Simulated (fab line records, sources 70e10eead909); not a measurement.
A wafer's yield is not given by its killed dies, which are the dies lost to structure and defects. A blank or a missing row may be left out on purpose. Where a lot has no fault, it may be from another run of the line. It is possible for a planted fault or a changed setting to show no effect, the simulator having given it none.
Struck lot and sound lot, side by side | flow nand-harc | 15 out of 1159 route steps
Sound: wafers L675.3, L675.4, L675.6. Struck: wafers L687.3, L687.6. (L687.2 of the same lot was not struck and is left out.) The cause comes at the end.
At each step with rows: each side's tool, then ch and its chambers, then its first start. Under that, the readings that differ: sound wafers | struck wafers | difference of the means | sigmas: that difference in standard deviations of wafers without a fault.
alike: readings with means less than 2 such deviations apart, plus words and numbers identical on both sides. not compared: withheld readings, readings lacking a value on some wafer, bounds such as >300 that could conceal the same value, and numbers that have no deviation in the record and whose values overlap.
A row with sigmas, a row that says differs or no value, or rows on one side alone: a step with any of these is where the two part. Numbers that have no deviation but don't overlap get no sigmas and don't part them. A reading missing from all wafers of one side parts the sides only when that side holds two or more wafers.

first, 1 step without rows for these wafers: NHARC_A_M0_DEVELOP_08 (develop time 35 s).
NHARC_A_M0_CD_MEAS_09: target cd 80 nm.
  sound on cd-sem-01 ch 0, day 17 23:54; struck on cd-sem-03 ch 0, day 21 14:35
  alike: cd-nm
NHARC_A_M0_OVL_MEAS_10: pitch 160 nm.
  sound: overlay-02 at day 17 23:59; struck: overlay-01 at day 21 14:40
  alike: overlay-x-nm, overlay-y-nm
NHARC_A_M0_INSPECT_11:
  sound: defect-inspect-02 at day 18 00:01; struck: defect-inspect-02 at day 21 14:43
  alike: raw-defect-count
NHARC_A_M0_DESCUM_14: chemistry O2, time 3 s.
  sound on rie-diel-04 ch 1,2, day 18 00:05; struck on rie-diel-04 ch 1,2, day 21 14:46
  alike: drypump-motor-current-A, oes-product-au, rf-vpp-V, showerhead-plenum-p-Torr, throttle-valve-pct
  not compared: rf-hours-counter-h
NHARC_A_M0_ETCH_34: etches the open film in N2/H2, target depth 40 nm, overetch 12 nm, time 43.94 s.
  sound on rie-diel-04 ch 2,3, day 18 00:10; struck on rie-diel-04 ch 0,2, day 21 14:51
  alike: bias-w, drypump-motor-current-A, oes-product-au, rf-vpp-V, showerhead-plenum-p-Torr, throttle-valve-pct
  not compared: rf-hours-counter-h
NHARC_A_M0_ETCH_15: etches the open film in C4F8/Ar, target depth 150 nm, overetch 15 nm, time 82.5 s.
  sound on rie-diel-04 ch 0,2; struck on rie-diel-04 ch 0
  reading               | sound             | struck      | difference | sigmas
  oes-product-au (a.u.) | 0.930 0.925 0.931 | 0.995 0.986 | +0.062     | +3
  alike: bias-w, rf-vpp-V
  not compared: rf-hours-counter-h
NHARC_A_M0_CD_MEAS_16:
  sound: cd-sem-02 at day 18 00:23; struck: cd-sem-02 at day 21 15:04
  alike: cd-nm
NHARC_A_M0_STRIP_18: strips in N2/H2.
  sound on rie-diel-05 ch 1,3, day 18 00:27; struck on rie-diel-04 ch 0,1, day 21 15:11
  alike: drypump-motor-current-A, oes-product-au, power-w, rf-vpp-V, showerhead-plenum-p-Torr, throttle-valve-pct
  not compared: rf-hours-counter-h
then, 3 steps without rows for these wafers: NHARC_A_M0_STRIP_19 (strips in post etch residue remover, time 600 s); NHARC_A_M0_DEGAS_28 (time 60 s); NHARC_A_M0_PRE_CLEAN_29 (time 30 s).
NHARC_A_M0_PVD_20: deposits TaN, target thk 5 nm, time 8.06 s.
  sound: pvd-sputter-01 at day 18 01:07; struck: pvd-sputter-01 at day 21 15:49
  reading    | sound          | struck        | difference | sigmas
  time-s (s) | 8.06 8.06 8.06 | 12.131 12.131 | +4.071     |
  alike: throttle-valve-pct
NHARC_A_M0_PVD_21: deposits Cu, target thk 30 nm, time 20.49 s.
  sound on pvd-sputter-01; struck on pvd-sputter-01
  alike: throttle-valve-pct
  not compared: time-s
following that, these wafers have no rows for 1 step: NHARC_END_SORT_01.

== WHERE THEY PART ==
Only at NHARC_A_M0_ETCH_15, as far as this record shows. Later steps at which nothing parts them and some readings are alike: NHARC_A_M0_CD_MEAS_16, NHARC_A_M0_STRIP_18, NHARC_A_M0_PVD_20, NHARC_A_M0_PVD_21.

WHY: the cause the simulator had injected
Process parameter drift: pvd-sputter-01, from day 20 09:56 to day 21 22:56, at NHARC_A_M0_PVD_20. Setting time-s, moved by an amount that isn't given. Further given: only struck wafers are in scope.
